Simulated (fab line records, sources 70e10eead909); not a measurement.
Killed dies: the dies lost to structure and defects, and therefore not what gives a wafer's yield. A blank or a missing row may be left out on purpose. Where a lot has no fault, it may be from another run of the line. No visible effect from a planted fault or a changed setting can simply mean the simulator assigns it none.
Which tool did it?    flow nand_harc    13 lots, 37 wafers sampled, at 6 steps of a route of 1302

WHAT THE GAUGES READ, wafer by wafer
NHARC_A_ONON_D1_THK_MEAS_11: measures by ellipsometry.
lot   measured      on             thk_nm (nm)
L899  day 8 01:04   film_metro-01  995 994 994
L903  day 9 06:23   film_metro-02  1003 1004 1003
L904  day 9 18:59   film_metro-02  1006 1006 1007
L908  day 11 17:52  film_metro-01  995 997
L910  day 12 11:03  film_metro-01  1000 998
L912  day 13 00:53  film_metro-02  982 983 982
L913  day 13 18:02  film_metro-02  1012 1012 1013
L914  day 13 22:54  film_metro-01  1011 1010 1012
L916  day 15 06:20  film_metro-02  985 986 986
L917  day 15 15:53  film_metro-02  983 981 983
L919  day 16 02:11  film_metro-01  1011 1012 1010
L921  day 16 14:16  film_metro-01  1009 1009 1007
L922  day 17 07:19  film_metro-02  1002 1004 1001

NHARC_A_ONON_D1_THK_MEAS_27: measures by ellipsometry.
lot   measured      on             thk_nm (nm)
L899  day 8 11:35   film_metro-02  1027 1029 1028
L903  day 9 16:23   film_metro-01  1016 1014 1015
L904  day 10 06:22  film_metro-01  982 981 982
L908  day 12 03:54  film_metro-02  992 666
L910  day 12 20:53  film_metro-02  992 663
L912  day 13 12:00  film_metro-01  1002 1003 675
L913  day 14 05:05  film_metro-01  996 996 996
L914  day 14 12:01  film_metro-01  994 994 995
L916  day 15 22:43  film_metro-01  1009 1010 1011
L917  day 15 22:49  film_metro-01  983 983 984
L919  day 16 14:24  film_metro-01  988 988 987
L921  day 17 00:04  film_metro-01  1005 1005 1006
L922  day 17 17:23  film_metro-02  1002 1005 1004

NHARC_A_ONON_D1_INSPECT_32.
lot   measured      on                 raw_defect_count
L899  day 8 12:43   defect_inspect-01  53 60 52
L903  day 9 17:29   defect_inspect-02  128 97 76
L904  day 10 07:29  defect_inspect-02  106 85 95
L908  day 12 05:00  defect_inspect-02  50 38
L910  day 12 22:01  defect_inspect-02  68 82
L912  day 13 13:06  defect_inspect-02  49 43 41
L913  day 14 06:14  defect_inspect-02  121 77 107
L914  day 14 13:08  defect_inspect-01  88 49 55
L916  day 15 23:49  defect_inspect-02  85 92 90
L917  day 15 23:55  defect_inspect-01  74 88 105
L919  day 16 15:38  defect_inspect-02  68 76 90
L921  day 17 01:10  defect_inspect-02  124 65 89
L922  day 17 18:29  defect_inspect-02  42 29 34

NHARC_END_SORT_01.
lot   measured      on         killed_at_array  killed_at_other  killed_at_periphery  killed_dies  killed_open  killed_short
L908  day 28 05:28  prober-01  52 671           3 0              2 6                  57 677       2 6          1 5
L910  day 28 19:32  prober-01  42 674           0 0              5 3                  47 677       4 8          1 5
L912  day 29 08:14  prober-02  38 44 671        0 4 0            1 4 6                39 52 677    2 3 3        3 5 2

WHICH TOOL RAN EACH LOT (tool, then ch and the chambers of the sampled wafers, then the start)
lot   NHARC_A_ZERO_WELL_DESCUM_12         NHARC_A_ONON_D1_DEP_25
L899  rie_diel-11 ch 1,2,3, day 7 00:34   pecvd_onon-03 ch 0, day 8 11:08
L903  rie_diel-05 ch 0,1,3, day 8 05:33   pecvd_onon-04 ch 0, day 9 15:59
L904  rie_diel-05 ch 2,3, day 8 16:20     pecvd_onon-01 ch 0, day 10 05:51
L908  rie_diel-11 ch 0,1, day 10 19:51    pecvd_onon-01 ch 0, day 12 03:30
L910  rie_diel-05 ch 2,3, day 11 12:03    pecvd_onon-01 ch 0, day 12 20:29
L912  rie_diel-05 ch 0,2,3, day 11 23:14  pecvd_onon-01 ch 0, day 13 11:29
L913  rie_diel-05 ch 0,1, day 12 16:59    pecvd_onon-03 ch 0, day 14 04:35
L914  rie_diel-11 ch 0,1,3, day 12 22:56  pecvd_onon-03 ch 0, day 14 11:40
L916  rie_diel-05 ch 1,2, day 14 04:02    pecvd_onon-03 ch 0, day 15 22:19
L917  rie_diel-05 ch 1,2,3, day 14 15:55  pecvd_onon-01 ch 0, day 15 22:18
L919  rie_diel-05 ch 1,2,3, day 15 01:59  pecvd_onon-01 ch 0, day 16 13:53
L921  rie_diel-04 ch 0,3, day 15 14:09    pecvd_onon-03 ch 0, day 16 23:41
L922  rie_diel-11 ch 0,1,2, day 16 07:21  pecvd_onon-01 ch 0, day 17 16:53
- NHARC_A_ZERO_WELL_DESCUM_12: chemistry O2, time 3 s.
- NHARC_A_ONON_D1_DEP_25: target thk 1000 nm.

WHAT THE TOOLS THEMSELVES READ (means of the sampled wafers that have a number; where no wafer has one, the mark that the record gives instead)
NHARC_A_ZERO_WELL_DESCUM_12.
lot   tool         drypump_motor_current_A (A)  oes_product_au (a.u.)  rf_vpp_V (V)  showerhead_plenum_p_Torr (Torr)  throttle_valve_pct (%)
L899  rie_diel-11  5.4                          0.991                  58.6          1.88                             11.307
L903  rie_diel-05  5.4                          0.996                  57.6          1.90                             11.299
L904  rie_diel-05  5.3                          0.995                  56.7          1.87                             11.311
L908  rie_diel-11  4.8                          1.002                  56.3          1.84                             11.309
L910  rie_diel-05  5.5                          1.004                  58.0          1.89                             11.296
L912  rie_diel-05  5.6                          1.001                  57.9          1.95                             11.322
L913  rie_diel-05  5.5                          1.010                  57.7          1.90                             11.316
L914  rie_diel-11  5.0                          1.006                  57.0          1.85                             11.308
L916  rie_diel-05  5.7                          1.010                  57.4          1.91                             11.315
L917  rie_diel-05  5.4                          1.002                  57.1          1.86                             11.304
L919  rie_diel-05  5.4                          0.997                  56.7          1.87                             11.310
L921  rie_diel-04  5.4                          1.010                  57.3          1.95                             11.319
L922  rie_diel-11  5.2                          0.997                  57.7          1.85                             11.312

NHARC_A_ONON_D1_DEP_25.
lot   tool           sih4_flow_sccm (sccm)
L899  pecvd_onon-03  210.0
L903  pecvd_onon-04  210.0
L904  pecvd_onon-01  209.7
L908  pecvd_onon-01  209.0
L910  pecvd_onon-01  209.9
L912  pecvd_onon-01  209.6
L913  pecvd_onon-03  209.5
L914  pecvd_onon-03  210.0
L916  pecvd_onon-03  209.8
L917  pecvd_onon-01  210.6
L919  pecvd_onon-01  210.3
L921  pecvd_onon-03  210.3
L922  pecvd_onon-01  210.8

THE ANSWER, worked out from the rows above alone
Rule: what is usual is taken from the lots themselves. The widest of any qualifying gaps counts: lots, ordered by their means at a reading, are off when they make up no more than a third of the lots, leave a main group of 4 or more, and stand apart from it by 3 or more times the standard deviation of that group's means. The tables above print the reading to a certain number of digits; a main group whose means all agree to those digits is not used. A lot without any number at a reading at which 4 lots or more have one is off too. Where the step has rows for the other lots, those lots are counted as sound. Order of review: gauges by route order, followed by the tools' own readings, for which a lot's mean as printed above is used. The first step at which some lot is off is used, and at that step the reading that is off furthest; a lot without a number counts as furthest.
Off at NHARC_A_ONON_D1_THK_MEAS_27 (thk_nm): L908, L910, L912. For the main group the mean is 1000 nm and the standard deviation 14.
If a tool, at a process step before that reading, ran all the lots that are off and no sound lot after the first of them, it fits. Those tools and the gauges at NHARC_A_ONON_D1_THK_MEAS_27 are tried in the same way. No candidate that was tried fits.

WHAT THE SIMULATOR PUT IN
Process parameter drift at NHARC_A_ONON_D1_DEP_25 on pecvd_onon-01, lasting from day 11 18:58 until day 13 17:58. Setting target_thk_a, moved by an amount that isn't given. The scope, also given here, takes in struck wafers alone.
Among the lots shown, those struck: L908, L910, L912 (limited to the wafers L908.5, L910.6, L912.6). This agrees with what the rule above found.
